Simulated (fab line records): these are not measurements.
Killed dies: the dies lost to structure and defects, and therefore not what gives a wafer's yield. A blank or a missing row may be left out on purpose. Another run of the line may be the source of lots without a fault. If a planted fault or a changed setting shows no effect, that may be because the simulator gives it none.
fab line records | flow n5Finfet
record lots=4 wafers=12 lastDay=20
route steps=1938 shown BEOL_M1@782 BEOL_M4@1111 PASSIVATION@1936
lots that met no fault: taken from a fault-free run of the same line
startH: hours from the record's first day to the start of the lot's first wafer shown | waitH: time in hours since the lot's previous step | " identical to the entry in the row above | L1.1+2: several wafers, shown together as one row | - value missing, or start not given | * or withheld: withheld | < > ~ a bound
route shown NAME@n: names a module that has steps shown in the file, with the first one's number in the route | usual: mean/standard deviation of fault-free wafers | same: alike in all rows | chamber/n: place in a boat | sites: each site's reading | _std_site: their standard deviation | _edge_site: the outer-site mean with the inner-site mean subtracted | radiusMm: how far each site lies from the wafer's centre | mask NAME#n: copy n | behind: tool/chamber where the wafer was last shaped | hold: the reason the lot was held/the length of the hold in hours/how it ended | device: which transistor (n, p or np) failed to switch | end of line: the tests these same wafers got at the end of their route | for a step that has no rows: nothing shown but its recipe | killed: the dies lost at the first sort to structure and to defects; this is not the yield of the wafer | map: per-die view of a wafer (x killed, . not killed, _ where there is no die)
set.NAME: the setting as run; set.NAME@STEP: as run at that earlier step | model.NAME: the simulator's own value behind a step, which no gauge read
lots at some steps of the route; a table a step, a row a wafer
services: when a tool's chamber went out of use (startH, in hours from the record's first day, below 0 if earlier), for how many hours, and the reason
## steps
# step N5_BEOL_M1_SOFTBAKE_23
# recipe tempC=110 timeS=60 resist=CAR-EUV
# step N5_BEOL_M1_EXPOSE_25
# recipe maskId=V0 na=0.33 sourceShape=quasar sigmaInner=0.2 sigmaOuter=0.8 polarization=unpolarized defocusNm=5 targetCdNm=24 doseMj=63
# step N5_BEOL_M1_PEB_26
# recipe pebTempC=100 pebTimeS=60 resist=CAR-EUV
# step N5_BEOL_M1_DEVELOP_27
# recipe developTimeS=30 developer=TMAH resist=CAR-EUV rinseLiquid=surfactantRinse dry=airSpin devTempC=23
# step N5_BEOL_M1_DESCUM_33
# recipe chemistry=O2 timeS=7 sourcePowerW=50 biasPowerW=20 pressureMtorr=20 rfFrequencyHz=2.712e+07 tempC=40 resist=CAR-EUV o2FlowSccm=225
# step N5_BEOL_M1_ETCH_77
# recipe chemistry=N2/H2 target=underlayer targetDepthA=65 maskMaterial=CAR-EUV timeS=5.2 ionEnergyEv=200 pressureMtorr=30 sourceW=840 biasW=150 n2FlowSccm=200 h2FlowSccm=200 ends=cleared
# step N5_BEOL_M1_ETCH_69
# recipe chemistry=CF4 target=SiARC targetDepthA=156 maskMaterial=CAR-EUV timeS=26 ionEnergyEv=80 pressureMtorr=40 sourceW=545 biasW=36 Ar_flow_sccm=100 cf4FlowSccm=100 ends=cleared
# step N5_BEOL_M1_ALD_98
# recipe material=SiO2 targetThkA=25 tempC=100 aldPrecursorFamily=BDEAS aldCoReactant=O2-plasma pulseTimeS=1 coReactantPulseTimeS=1 purgeTimeS=2 coReactantPurgeTimeS=2 aldCycles=17 pressureTorr=2
# step N5_BEOL_M1_ETCHBACK_99
# recipe chemistry=CHF3 target=SiO2 targetDepthA=50 timeS=10.4 sourceW=215 biasW=47 Ar_flow_sccm=200 CHF3_flow_sccm=12 ionEnergyEv=100 pressureMtorr=30
# step N5_BEOL_M1_ETCH_70
# recipe chemistry=N2/H2 target=SOC targetDepthA=800 overetchA=160 maskMaterial=SiARC tempC=40 timeS=120 ionEnergyEv=200 pressureMtorr=30 sourceW=840 biasW=150 n2FlowSccm=200 h2FlowSccm=200
# usual biasW=150.0/0.44 chamberPressureMTorr=30.000/0.028 drypumpMotorCurrentA=5.8/0.38 oesProductAu=0.62/0.072 rfFwdPowerW=835/3 rfVppV=525.7/2.8 showerheadPlenumPTorr=2.61/0.096 throttleValvePct=17.82/0.25
# columns lot.wafer tool chamber startH waitH biasW chamberPressureMTorr drypumpMotorCurrentA oesProductAu rfFwdPowerW rfHoursCounterH rfVppV showerheadPlenumPTorr throttleValvePct model.CAR-EUV_of_BEOL_M1_COAT_22.thkNm model.SiARC_of_BEOL_M1_COAT_68.thkNm model.underlayer_of_BEOL_M1_COAT_76.thkNm
L135.2 rieDiel-01 1 173.39 0.0 149.8 30.008 5.8 0.71 836 13 527.9 2.71 17.87 0 6.4 0
L135.3 " 2 " " 150.4 30.028 6.1 0.52 836 253 518.4 2.40 17.79 0 6.6 0
L135.4 " 0 " " 150.1 29.966 6.1 0.58 834 170 525.5 2.64 17.90 0 6.6 0
L142.1 rieDiel-01 3 219.07 0.0 - - - - - - - - - 10.4 12 5
L142.2 " 1 " " - - - - - - - - - 10.4 12 5
L142.5 " 1 " " - - - - - - - - - 10.4 12 5
L143.1 rieDiel-01 1 226.97 0.0 - - - - - - - - - 10.4 12 5
L143.2 " 2 " " - - - - - - - - - 10.4 12 5
L143.3 " 0 " " - - - - - - - - - 10.4 12 5
L152.3 rieDiel-01 0 274.63 0.0 149.7 30.040 6.1 0.55 835 208 525.5 2.62 17.96 0 6.6 0
L152.4 " 1 " " 150.1 30.049 5.8 0.66 837 49 528.3 2.69 17.93 0 6.4 0
L152.5 " 3 " " 149.7 29.937 5.4 0.55 834 - 526.2 2.63 18.21 0 6.4 0
# step N5_BEOL_M1_STRIP_71
# recipe chemistry=N2/H2 tempC=40 n2FlowSccm=200 h2FlowSccm=200 rfFrequencyHz=6e+07
# step N5_BEOL_M1_STRIP_78
# recipe chemistry=N2/H2 tempC=40 n2FlowSccm=200 h2FlowSccm=200 rfFrequencyHz=6e+07
# step N5_BEOL_M1_VIA_ETCH_34
# recipe chemistry=C4F6/O2 targetDepthA=678 maskMaterial=SOC pressureMtorr=15 ionEnergyEv=250 taperDeg=4 timeS=64.4 sourceW=350 biasW=170 Ar_flow_sccm=300 C4F6_flow_sccm=10 O2_flow_sccm=10
# usual C4F6_flow_sccm=10.004/0.029 O2_flow_sccm=9.998/0.029 drypumpMotorCurrentA=5.8/0.38 oesProductAu=0.81/0.1 rfFwdPowerW=346.6/1.4 rfVppV=666/5.1 showerheadPlenumPTorr=2.91/0.1 throttleValvePct=30.74/0.28
# columns lot.wafer tool chamber startH waitH C4F6_flow_sccm O2_flow_sccm drypumpMotorCurrentA oesProductAu rfFwdPowerW rfHoursCounterH rfVppV showerheadPlenumPTorr throttleValvePct
L135.2 rieDiel-01 1 173.49 0.0 10.052 9.981 5.8 0.95 346.5 13 664 3.02 30.92
L135.3 " 2 " " 10.022 10.023 6.1 0.68 348.8 253 657 2.67 30.48
L135.4 " 0 " " 10.065 9.990 6.1 0.74 346.5 170 665 2.95 30.95
L142.1 rieDiel-01 3 219.17 0.0 9.970 10.053 5.4 0.27 342.5 202 673 2.92 30.79
L142.2 " 1 " " 10.023 10.030 5.8 0.33 347.7 29 664 3.01 30.82
L142.5 " 1 " " 10.079 9.995 5.8 0.33 346.3 - 663 3.01 30.81
L143.1 rieDiel-01 1 227.07 0.0 9.989 10.013 5.8 0.34 347.4 32 663 3.01 30.80
L143.2 " 2 " " 10.020 10.031 6.0 0.36 346.5 2 668 3.01 30.04
L143.3 " 0 " " 10.000 10.013 6.1 0.27 348.8 190 665 2.94 30.85
L152.3 rieDiel-01 0 274.73 0.0 9.996 10.000 6.2 0.72 345.3 208 664 2.94 30.99
L152.4 " 1 " " 10.058 10.026 5.8 0.88 345.3 49 663 3.00 30.94
L152.5 " 3 " " 10.005 9.971 5.4 0.71 343.7 - 673 2.92 30.93
# step N5_BEOL_M1_STRIP_83
# recipe chemistry=C4F6/O2 resist=SiARC rfFrequencyHz=6e+07
# step N5_BEOL_M4_RC_MEAS_101
# usual DIBL_N=35.9/1.2 DIBL_P=35.9/1.4 IOFF_N=0.149/0.02 IOFF_P=0.205/0.022 ION_N=671/8.8 ION_P=461/5.9 SS_N=71.4/0.51 SS_P=73.2/0.56 VT_N=250.6/2.5 VT_P=-250.1/2.3
# columns lot.wafer tool chamber startH waitH DIBL_N[mV/V] DIBL_P[mV/V] IOFF_N[nA/um] IOFF_P[nA/um] ION_N[uA/um] ION_P[uA/um] SS_N[mV/dec] SS_P[mV/dec] VT_N[mV] VT_P[mV]
L135.2 prober-01 0 246.68 0.2 35.6 35.4 0.123 0.176 658 451 71.7 73.0 257.4 -252.5
L135.3 " 0 " " 35.5 36.0 0.132 0.181 663 455 71.9 72.9 252.6 -252.0
L135.4 " 0 " " 34.4 34.3 0.110 0.163 658 458 71.6 72.2 255.9 -254.9
L152.3 prober-02 0 360.97 0.3 35.1 33.7 0.132 0.213 670 469 69.9 73.1 251.8 -249.2
L152.4 " 0 " " 36.7 34.9 0.156 0.219 671 465 71.5 73.6 250.8 -249.6
L152.5 " 0 " " 36.8 35.1 0.156 0.229 674 469 71.0 73.7 250.4 -248.8
# step N5_PASSIVATION_PROBE_49
# usual defectLimitedYield=91.1/1.4 killed_at_M0_to_M3=34/10 killed_at_M4_up=14/5.5 killedAtContacts=12/5.1 killedAtFrontEnd=41/12 killedAtOther=4/3.1 killedDies=105/17 killedOnRim=13/3.7 killedOpen=70/13 killedShort=33/7.6 sort_bin_5_function=5.3/0.98 sort_bin_6_memory=3.3/0.67 sortNPass=1075/17 sortYieldPct=91.1/1.4
# same grossDies=1180 killedAtBackSide=0 sort_bin_4_leakage[%]=0 sort_bin_8_speed[%]=0
# columns lot.wafer tool chamber startH waitH defectLimitedYield[%] killed_at_M0_to_M3 killed_at_M4_up killedAtContacts killedAtFrontEnd killedAtOther killedDies killedOnRim killedOpen killedShort sort_bin_5_function[%] sort_bin_6_memory[%] sortNPass sortYieldPct[%]
L135.2 prober-01 - 348.94 0.1 91.6 23 11 6 56 3 99 9 76 22 5.3 3.1 1081 91.6
L135.3 prober-01 - 348.99 0.1 92.3 23 11 12 34 11 91 10 59 28 3.9 3.5 1089 92.3
L135.4 prober-01 - 349.04 0.2 92.5 21 16 10 39 3 89 9 61 23 4.6 2.6 1091 92.5
L142.1 prober-01 - 394.13 0.0 0 1124 11 16 29 0 1180 152 56 18 97.7 2.3 0 0
L142.2 prober-01 - 394.18 0.1 0 1135 15 7 21 2 1180 152 63 25 97.2 2.8 0 0
L142.5 prober-01 - 394.33 0.2 0 1125 18 7 30 0 1180 152 54 24 96.9 3.0 0 0
L143.2 prober-01 - 400.73 0.1 0 1124 18 7 31 0 1180 152 77 18 96.8 3.0 0 0
L143.3 prober-01 - 400.78 0.1 0 1082 18 25 54 1 1180 152 88 36 95.8 3.6 0 0
L152.3 prober-01 - 476.68 0.1 91.1 32 11 14 47 1 105 14 71 34 4.9 3.2 1075 91.1
L152.4 prober-01 - 476.73 0.2 90.3 49 22 9 35 0 115 10 64 50 6.1 3.2 1065 90.3
L152.5 prober-01 - 476.78 0.2 90.9 52 14 13 28 0 107 8 61 44 5.5 3.2 1073 90.9
# killed by level:class
L135.2 STI_FIN_REVEAL:geometricParticle:open=24 DUMMY_GATE:geometricParticle:open=7 BEOL_M2:geometricParticle:open=6 MOL_CONTACT_COAG:geometricParticle:open=5 STI_FIN_REVEAL:geometricParticle:short=4 GATE_CUT:geometricParticle:short=4 BEOL_M3:geometricParticle:open=4 BEOL_M4:geometricParticle:open=4
L135.3 STI_FIN_REVEAL:geometricParticle:open=15 MOL_CONTACT_COAG:geometricParticle:open=9 FIN_SAQP:geometricParticle:short=5 BEOL_M1:geometricParticle:short=5 BEOL_M3:geometricParticle:open=5 BEOL_M4:geometricParticle:open=4 PASS1_CAP:geometricParticle:open=3 ILD0:geometricParticle:open=3
L135.4 STI_FIN_REVEAL:geometricParticle:open=16 MOL_CONTACT_COAG:geometricParticle:open=9 BEOL_M3:geometricParticle:open=7 FIN_SAQP:geometricParticle:short=4 ILD0:geometricParticle:short=4 BEOL_M0_SAQP:geometricParticle:open=4 BEOL_M0:geometricParticle:open=4 BEOL_M14:coatMicrobubblePrinted=4
L142.1 BEOL_M1:areaEtch=1105 MOL_CONTACT_COAG:geometricParticle:open=15 GATE_CUT:geometricParticle:open=9 STI_FIN_REVEAL:geometricParticle:open=7 BEOL_M0_SAQP:geometricParticle:short=6 GATE_CUT:geometricParticle:short=5 STARTING-WAFER:geometricParticle:open=4 BEOL_M3:geometricParticle:open=3
L142.2 BEOL_M1:areaEtch=1090 BEOL_M1:geometricParticle:open=13 BEOL_M0_SAQP:geometricParticle:short=8 MOL_CONTACT_COAG:geometricParticle:open=7 BEOL_M0_SAQP:geometricParticle:open=7 BEOL_M2:geometricParticle:open=6 BEOL_M4:geometricParticle:open=5 STI_FIN_REVEAL:geometricParticle:open=4
L142.5 BEOL_M1:areaEtch=1101 BEOL_M4:geometricParticle:open=11 STI_FIN_REVEAL:geometricParticle:open=9 FIN_SAQP:geometricParticle:open=6 BEOL_M2:geometricParticle:open=6 MOL_CONTACT_COAG:geometricParticle:open=5 BEOL_M0_SAQP:geometricParticle:short=5 FIN_SAQP:geometricParticle:short=4
L143.2 BEOL_M1:areaEtch=1084 BEOL_M2:geometricParticle:open=13 BEOL_M0_SAQP:geometricParticle:open=9 FIN_SAQP:geometricParticle:open=8 BEOL_M4:geometricParticle:open=7 BEOL_M3:geometricParticle:open=7 STI_FIN_REVEAL:geometricParticle:open=6 MOL_CONTACT_COAG:geometricParticle:open=6
L143.3 BEOL_M1:areaEtch=1054 MOL_CONTACT_COAG:geometricParticle:open=21 FIN_SAQP:geometricParticle:open=19 BEOL_M4:geometricParticle:open=9 FIN_SAQP:geometricParticle:short=6 STI_FIN_REVEAL:geometricParticle:open=6 GATE_CUT:geometricParticle:short=5 BEOL_M1:geometricParticle:open=5
L152.3 MOL_CONTACT_COAG:geometricParticle:open=13 BEOL_M2:geometricParticle:open=10 STI_FIN_REVEAL:geometricParticle:open=9 FIN_SAQP:geometricParticle:open=8 FIN_SAQP:geometricParticle:short=7 DUMMY_GATE:geometricParticle:open=5 BEOL_M2:geometricParticle:short=5 BEOL_M0_SAQP:geometricParticle:open=4
L152.4 BEOL_M0_SAQP:geometricParticle:short=15 FIN_SAQP:geometricParticle:short=8 BEOL_M4:geometricParticle:open=8 BEOL_M0_SAQP:geometricParticle:open=8 MOL_CONTACT_COAG:geometricParticle:open=7 BEOL_M2:geometricParticle:open=7 BEOL_M2:geometricParticle:short=7 GATE_CUT:geometricParticle:open=5
L152.5 BEOL_M0_SAQP:geometricParticle:short=17 MOL_CONTACT_COAG:geometricParticle:open=10 BEOL_M0_SAQP:geometricParticle:open=10 BEOL_M2:geometricParticle:short=10 STI_FIN_REVEAL:geometricParticle:open=7 DUMMY_GATE:geometricParticle:open=7 BEOL_M1:geometricParticle:open=6 BEOL_M2:geometricParticle:open=5
# map L142.1 (x killed, . not)
_________________xxxxxxxxxxxx________________
______________xxxxxxxxxxxxxxxxxx_____________
___________xxxxxxxxxxxxxxxxxxxxxxxx__________
__________xxxxxxxxxxxxxxxxxxxxxxxxxx_________
________xxxxxxxxxxxxxxxxxxxxxxxxxxxxxx_______
_______xxxxxxxxxxxxxxxxxxxxxxxxxxxxxxxx______
______xxxxxxxxxxxxxxxxxxxxxxxxxxxxxxxxxx_____
_____xxxxxxxxxxxxxxxxxxxxxxxxxxxxxxxxxxxx____
____xxxxxxxxxxxxxxxxxxxxxxxxxxxxxxxxxxxxxx___
___xxxxxxxxxxxxxxxxxxxxxxxxxxxxxxxxxxxxxxxx__
___xxxxxxxxxxxxxxxxxxxxxxxxxxxxxxxxxxxxxxxx__
__xxxxxxxxxxxxxxxxxxxxxxxxxxxxxxxxxxxxxxxxxx_
__xxxxxxxxxxxxxxxxxxxxxxxxxxxxxxxxxxxxxxxxxx_
_xxxxxxxxxxxxxxxxxxxxxxxxxxxxxxxxxxxxxxxxxxxx
_xxxxxxxxxxxxxxxxxxxxxxxxxxxxxxxxxxxxxxxxxxxx
_xxxxxxxxxxxxxxxxxxxxxxxxxxxxxxxxxxxxxxxxxxxx
_xxxxxxxxxxxxxxxxxxxxxxxxxxxxxxxxxxxxxxxxxxxx
_xxxxxxxxxxxxxxxxxxxxxxxxxxxxxxxxxxxxxxxxxxxx
_xxxxxxxxxxxxxxxxxxxxxxxxxxxxxxxxxxxxxxxxxxxx
_xxxxxxxxxxxxxxxxxxxxxxxxxxxxxxxxxxxxxxxxxxxx
_xxxxxxxxxxxxxxxxxxxxxxxxxxxxxxxxxxxxxxxxxxxx
__xxxxxxxxxxxxxxxxxxxxxxxxxxxxxxxxxxxxxxxxxx_
__xxxxxxxxxxxxxxxxxxxxxxxxxxxxxxxxxxxxxxxxxx_
___xxxxxxxxxxxxxxxxxxxxxxxxxxxxxxxxxxxxxxxx__
___xxxxxxxxxxxxxxxxxxxxxxxxxxxxxxxxxxxxxxxx__
____xxxxxxxxxxxxxxxxxxxxxxxxxxxxxxxxxxxxxx___
_____xxxxxxxxxxxxxxxxxxxxxxxxxxxxxxxxxxxx____
______xxxxxxxxxxxxxxxxxxxxxxxxxxxxxxxxxx_____
_______xxxxxxxxxxxxxxxxxxxxxxxxxxxxxxxx______
________xxxxxxxxxxxxxxxxxxxxxxxxxxxxxx_______
__________xxxxxxxxxxxxxxxxxxxxxxxxxx_________
___________xxxxxxxxxxxxxxxxxxxxxxxx__________
______________xxxxxxxxxxxxxxxxxx_____________
_________________xxxxxxxxxxxx________________
# map L143.2 (x killed, . not)
_________________xxxxxxxxxxxx________________
______________xxxxxxxxxxxxxxxxxx_____________
___________xxxxxxxxxxxxxxxxxxxxxxxx__________
__________xxxxxxxxxxxxxxxxxxxxxxxxxx_________
________xxxxxxxxxxxxxxxxxxxxxxxxxxxxxx_______
_______xxxxxxxxxxxxxxxxxxxxxxxxxxxxxxxx______
______xxxxxxxxxxxxxxxxxxxxxxxxxxxxxxxxxx_____
_____xxxxxxxxxxxxxxxxxxxxxxxxxxxxxxxxxxxx____
____xxxxxxxxxxxxxxxxxxxxxxxxxxxxxxxxxxxxxx___
___xxxxxxxxxxxxxxxxxxxxxxxxxxxxxxxxxxxxxxxx__
___xxxxxxxxxxxxxxxxxxxxxxxxxxxxxxxxxxxxxxxx__
__xxxxxxxxxxxxxxxxxxxxxxxxxxxxxxxxxxxxxxxxxx_
__xxxxxxxxxxxxxxxxxxxxxxxxxxxxxxxxxxxxxxxxxx_
_xxxxxxxxxxxxxxxxxxxxxxxxxxxxxxxxxxxxxxxxxxxx
_xxxxxxxxxxxxxxxxxxxxxxxxxxxxxxxxxxxxxxxxxxxx
_xxxxxxxxxxxxxxxxxxxxxxxxxxxxxxxxxxxxxxxxxxxx
_xxxxxxxxxxxxxxxxxxxxxxxxxxxxxxxxxxxxxxxxxxxx
_xxxxxxxxxxxxxxxxxxxxxxxxxxxxxxxxxxxxxxxxxxxx
_xxxxxxxxxxxxxxxxxxxxxxxxxxxxxxxxxxxxxxxxxxxx
_xxxxxxxxxxxxxxxxxxxxxxxxxxxxxxxxxxxxxxxxxxxx
_xxxxxxxxxxxxxxxxxxxxxxxxxxxxxxxxxxxxxxxxxxxx
__xxxxxxxxxxxxxxxxxxxxxxxxxxxxxxxxxxxxxxxxxx_
__xxxxxxxxxxxxxxxxxxxxxxxxxxxxxxxxxxxxxxxxxx_
___xxxxxxxxxxxxxxxxxxxxxxxxxxxxxxxxxxxxxxxx__
___xxxxxxxxxxxxxxxxxxxxxxxxxxxxxxxxxxxxxxxx__
____xxxxxxxxxxxxxxxxxxxxxxxxxxxxxxxxxxxxxx___
_____xxxxxxxxxxxxxxxxxxxxxxxxxxxxxxxxxxxx____
______xxxxxxxxxxxxxxxxxxxxxxxxxxxxxxxxxx_____
_______xxxxxxxxxxxxxxxxxxxxxxxxxxxxxxxx______
________xxxxxxxxxxxxxxxxxxxxxxxxxxxxxx_______
__________xxxxxxxxxxxxxxxxxxxxxxxxxx_________
___________xxxxxxxxxxxxxxxxxxxxxxxx__________
______________xxxxxxxxxxxxxxxxxx_____________
_________________xxxxxxxxxxxx________________
## services
# columns tool chamber startH hours kind
rieDiel-01 2 178.02 2.6 repair
rieDiel-01 2 195.10 8.9 repair
## key
firstSign step=N5_BEOL_M1_ETCH_70 reading=toolRecord direction=missing
effect step=N5_BEOL_M1_VIA_ETCH_34 reading=oesProductAu direction=down sigmas=4.9 usual=0.81 struck=0.32
effect step=N5_PASSIVATION_PROBE_49 reading=killed_at_M0_to_M3 direction=up sigmas=99+ usual=34 struck=1118
modelEffect step=N5_BEOL_M1_ETCH_70 value=CAR-EUV_of_BEOL_M1_COAT_22.thkNm without=0 struck=10.4
moreKillsBornAt N5_BEOL_M1_ETCH_70@rieDiel-01=5434
metAt N5_BEOL_M1_ETCH_70
struckWafers L142.1,L142.2,L142.5,L143.1,L143.2,L143.3
rowsEnd L143.1
laterRowsLeftOut L142.1,L142.2,L142.5,L143.2,L143.3
onsetBetween 173.39 219.07
fault kind=skippedStepWhole tool=rieDiel-01,rieDiel-02 chamber=- onsetH=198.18 steps=N5_BEOL_M1_ETCH_70 scope=struckLotsOnly
# laterRowsLeftOut: the simulator's readings of these wafers behind a module that went badly wrong aren't trusted and aren't shown, but for the sort
# rowsEnd: these wafers met a further fault down the route, and their rows from its step on are left out
